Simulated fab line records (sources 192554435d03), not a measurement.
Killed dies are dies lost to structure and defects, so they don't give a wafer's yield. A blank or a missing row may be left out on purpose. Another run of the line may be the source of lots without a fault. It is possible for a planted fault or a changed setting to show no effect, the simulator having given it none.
Matching of chambers ; flow n5Finfet ; N5_BEOL_M0_SAQP_PECVD_97 on pecvd-01: 3 sister chambers
The step deposits SiNx from SiH4/NH3/N2, target thk 23 nm, time 19.9 s. 6 wafers are shown with their chamber, then 8 later ones without.

== EACH WAFER AND ITS CHAMBER ==
wafer;chamber;throttleValvePct (%);showerheadVppV (V)
L076.3;2;40.7;1067
L084.3;0;37.3;1190
L085.3;0;37.4;1179
L085.5;1;42.6;1039
L085.6;2;40.6;1056
L086.1;1;42.8;1036

== WAFERS WITHOUT THEIR CHAMBER ==
wafer;throttleValvePct (%);showerheadVppV (V)
L086.2;40.9;1039
L086.5;40.4;1023
L087.2;42.7;1023
L087.4;40.7;1023
L087.6;37.4;1195
L093.3;37.7;1188
L093.4;42.9;1046
L093.5;42.9;1057

== WHICH CHAMBER EACH WENT THROUGH ==
wafer;from the rows above;in truth
L086.2;2;2
L086.5;2;2
L087.2;1;1
L087.4;2;2
L087.6;0;0
L093.3;0;0
L093.4;1;1
L093.5;1;1
8 of 8 placed correctly. Number that these rows cannot place: 0. 0 placed wrongly.
How it was worked out, from the rows above alone: a wafer's distance from a chamber is the root of the sum, over the readings, of the square of ((its reading less the chamber's mean) divided by the reading's scatter). If the next closest chamber is less than 2 further off than the closest, the wafer can't be placed; otherwise it belongs to the closest. A chamber's mean is the mean of its shown wafers. The scatter is the square root of a quotient: the sum, over the shown wafers, of each reading's squared deviation from its chamber's mean, divided by wafers minus chambers.
